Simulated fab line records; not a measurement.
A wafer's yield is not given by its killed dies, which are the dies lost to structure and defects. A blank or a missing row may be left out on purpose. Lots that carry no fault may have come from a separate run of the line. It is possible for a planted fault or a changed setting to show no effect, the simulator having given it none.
Chamber matching / flow n5_finfet / 3 sister chambers for N5_BEOL_M11_CURE_72 on uv_cure-01
The step cures SiCOH lowk, time 120 s. 14 wafers are shown with their chamber, then 7 later ones without.

WAFERS WITH THEIR CHAMBER
wafer=L081.2; chamber=0; wafer_temp_C_max=373.6; lamp_power_pct (%)=52.41
wafer=L081.4; chamber=0; wafer_temp_C_max=373.0; lamp_power_pct (%)=52.35
wafer=L081.5; chamber=0; wafer_temp_C_max=372.8; lamp_power_pct (%)=52.31
wafer=L082.1; chamber=2; wafer_temp_C_max=371.1; lamp_power_pct (%)=52.38
wafer=L082.4; chamber=2; wafer_temp_C_max=371.8; lamp_power_pct (%)=52.31
wafer=L082.6; chamber=2; wafer_temp_C_max=371.0; lamp_power_pct (%)=52.34
wafer=L085.2; chamber=0; wafer_temp_C_max=372.3; lamp_power_pct (%)=52.32
wafer=L085.4; chamber=0; wafer_temp_C_max=371.8; lamp_power_pct (%)=52.29
wafer=L085.6; chamber=0; wafer_temp_C_max=371.8; lamp_power_pct (%)=52.20
wafer=L089.2; chamber=0; wafer_temp_C_max=372.6; lamp_power_pct (%)=52.39
wafer=L089.4; chamber=0; wafer_temp_C_max=373.6; lamp_power_pct (%)=52.34
wafer=L089.6; chamber=0; wafer_temp_C_max=372.6; lamp_power_pct (%)=52.39
wafer=L090.2; chamber=1; wafer_temp_C_max=371.2; lamp_power_pct (%)=52.26
wafer=L090.3; chamber=1; wafer_temp_C_max=371.0; lamp_power_pct (%)=52.29

SIGNATURES (means of the wafers above)
reading=wafer_temp_C_max; chamber 0=372.678; chamber 1=371.100; chamber 2=371.300; scatter within a chamber=0.597
reading=lamp_power_pct; chamber 0=52.3333; chamber 1=52.2750; chamber 2=52.3433; scatter within a chamber=0.0571
Rule: distance of a wafer from a chamber = root of the sum over the readings of ((wafer's reading minus chamber's mean) / reading's scatter) squared. If the next closest chamber is less than 2 further off than the closest, the wafer can't be placed; otherwise it belongs to the closest. The scatter: the root of (the sum of the squares of (reading less its chamber's mean) over the shown wafers, divided by (wafers less chambers)).

WAFERS WITH NO CHAMBER GIVEN
wafer=L090.4; wafer_temp_C_max=370.9; lamp_power_pct (%)=52.38
wafer=L093.1; wafer_temp_C_max=371.5; lamp_power_pct (%)=52.35
wafer=L093.3; wafer_temp_C_max=371.5; lamp_power_pct (%)=52.32
wafer=L093.4; wafer_temp_C_max=371.8; lamp_power_pct (%)=52.27
wafer=L096.1; wafer_temp_C_max=372.2; lamp_power_pct (%)=52.28
wafer=L096.4; wafer_temp_C_max=372.5; lamp_power_pct (%)=52.33
wafer=L096.6; wafer_temp_C_max=372.6; lamp_power_pct (%)=52.25

WHICH CHAMBER EACH WENT THROUGH
wafer=L090.4; from the rows above=can't be placed: 2 or 1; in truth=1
wafer=L093.1; from the rows above=can't be placed: 2 or 1 or 0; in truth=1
wafer=L093.3; from the rows above=can't be placed: 2 or 1 or 0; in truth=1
wafer=L093.4; from the rows above=can't be placed: 1 or 2 or 0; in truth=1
wafer=L096.1; from the rows above=can't be placed: 0 or 1 or 2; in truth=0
wafer=L096.4; from the rows above=can't be placed: 0 or 2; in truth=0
wafer=L096.6; from the rows above=can't be placed: 0 or 1 or 2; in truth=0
Correct placement for 0 of the 7. Cannot be placed on the basis of these rows: 7; the candidates contain the true chamber in 7. Placed wrongly: 0.
